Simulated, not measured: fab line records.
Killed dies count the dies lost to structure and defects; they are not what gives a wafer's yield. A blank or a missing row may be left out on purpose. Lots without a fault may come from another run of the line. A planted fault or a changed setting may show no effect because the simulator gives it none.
A struck lot beside a sound one / flow n5 finfet / 16 out of 1938 route steps
Sound: these wafers, L497.3, L497.4, L497.5. Wafers L493.1, L493.6 were the ones struck. At the end, the cause is stated.
At each step with rows: each side's tool, then ch and its chambers, then its first start. Under that, the readings that differ: sound wafers / struck wafers / difference of the means / sigmas: that difference in standard deviations of wafers without a fault.
alike: same words and numbers on both sides, and readings whose means sit less than 2 such deviations apart. not compared: any withheld reading, any reading some wafer has no value for, any bound like >300 that may hide the same value, and any number with overlapping values for which the record gives no deviation.
A row with sigmas, a row that says differs or no value, or rows on one side alone: a step with any of these is where the two part. Numbers that have no deviation but don't overlap get no sigmas and don't part them. A reading that every wafer of one side lacks parts them only if that side has two wafers or more.

N5_MOL_CONTACT_COAG_STRIP_98: strips in N2/H2.
  sound on rie diel-01 ch 1,2,3, day 8 22:52; struck on rie diel-05 ch 0,3, day 7 22:46
  alike: drypump motor current A, h2 flow sccm, oes product au, rf vpp V, showerhead plenum p Torr, throttle valve pct
  not compared: rf hours counter h
N5_MOL_CONTACT_COAG_CD_MEAS_99: target cd 17.2 nm.
  struck on cd sem-02, day 7 22:50; sound on cd sem-01, day 8 22:56
  alike: cd nm
then, 2 steps without rows for these wafers: N5_MOL_CONTACT_COAG_IMPLANT_129; N5_MOL_CONTACT_COAG_PRECLEAN_111 (cleans in NF3:NH3, afs cycles 1, time 20 s, sublimation time 60 s).
N5_MOL_CONTACT_COAG_TI_SIL_19: material Ti, target thk 4.2 nm, time 15 s.
  struck on pvd sputter-01, day 7 23:19; sound on pvd sputter-02, day 8 23:25
  alike: susceptor temp C, throttle valve pct
then, 3 steps without rows for these wafers: N5_MOL_CONTACT_COAG_ALD_20 (deposits TiN, target thk 1.5 nm, pulse time 1 s, purge time 3 s); N5_MOL_CONTACT_COAG_SIL_ANNEAL_21 (time 60 s); N5_MOL_CONTACT_COAG_PRE_CLEAN_141 (time 60 s).
N5_MOL_CONTACT_COAG_SPUTTER_143: material Co, target thk 2.5 nm.
  struck on pvd sputter-01, day 8 01:53; sound on pvd sputter-02, day 9 00:16
  alike: susceptor temp C, throttle valve pct
N5_MOL_CONTACT_COAG_CO_FILL_22: material Co, precursor CCTBA/H2, target thk 20 nm.
  sound on cvd co-02 ch 1,2, day 9 00:23; struck on cvd co-01 ch 0,1, day 8 02:01
  alike: heater power w, susceptor temp C
then, 1 step without rows for these wafers: N5_MOL_CONTACT_COAG_ANNEAL_113 (time 300 s).
N5_MOL_CONTACT_COAG_PRE_CLEAN_142: time 60 s.
  struck on pvd sputter-01, day 8 03:34; sound on pvd sputter-02, day 9 03:28
  alike: heater power w, susceptor temp C
N5_MOL_CONTACT_COAG_SPUTTER_130: material Co, target thk 47.5 nm.
  struck on pvd sputter-01, day 8 03:37; sound on pvd sputter-02, day 9 03:31
reading=model.Co_of_MOL_CONTACT_COAG_SPUTTER_130.thk nm (nm); sound=46.6 47 46.8; struck=31.4 31.4; difference=-15.4; sigmas=
  alike: susceptor temp C, throttle valve pct
then, 1 step without rows for these wafers: N5_MOL_CONTACT_COAG_PRECLEAN_125 (cleans in DIW, time 57.5 s).
-- here the record skips 3 days between the struck wafers' starts before and after, leaving off in module MOL_CONTACT_COAG and picking up in module BEOL_M4 (first step shown: number 1111 of the route) --
N5_BEOL_M4_RC_MEAS_101:
  sound on prober-02 ch 0, day 11 22:31; struck on prober-02 ch 0, day 11 08:00
reading=ION_P (uA/um); sound=453 457 460; struck=471 472; difference=+15; sigmas=+2
reading=SS_N (mV/dec); sound=70.2 71.2 71.3; struck=72.5 71.4; difference=+1.0; sigmas=+2
  alike: DIBL_N, DIBL_P, IOFF_N, IOFF_P, ION_N, SS_P, VT_N, VT_P
-- a jump in the record: the struck wafers' starts before and after are 4 days apart (it breaks off in module BEOL_M4 and resumes in module PASSIVATION, where the first step shown is number 1936 of the route) --
N5_PASSIVATION_PROBE_49:
  only the struck wafers here have rows in the record (prober-01, day 15 18:46); the sound ones have none

== WHERE THEY PART ==
Earliest at N5_BEOL_M4_RC_MEAS_101; latest, in this record, at N5_PASSIVATION_PROBE_49.

WHY: the cause the simulator had injected
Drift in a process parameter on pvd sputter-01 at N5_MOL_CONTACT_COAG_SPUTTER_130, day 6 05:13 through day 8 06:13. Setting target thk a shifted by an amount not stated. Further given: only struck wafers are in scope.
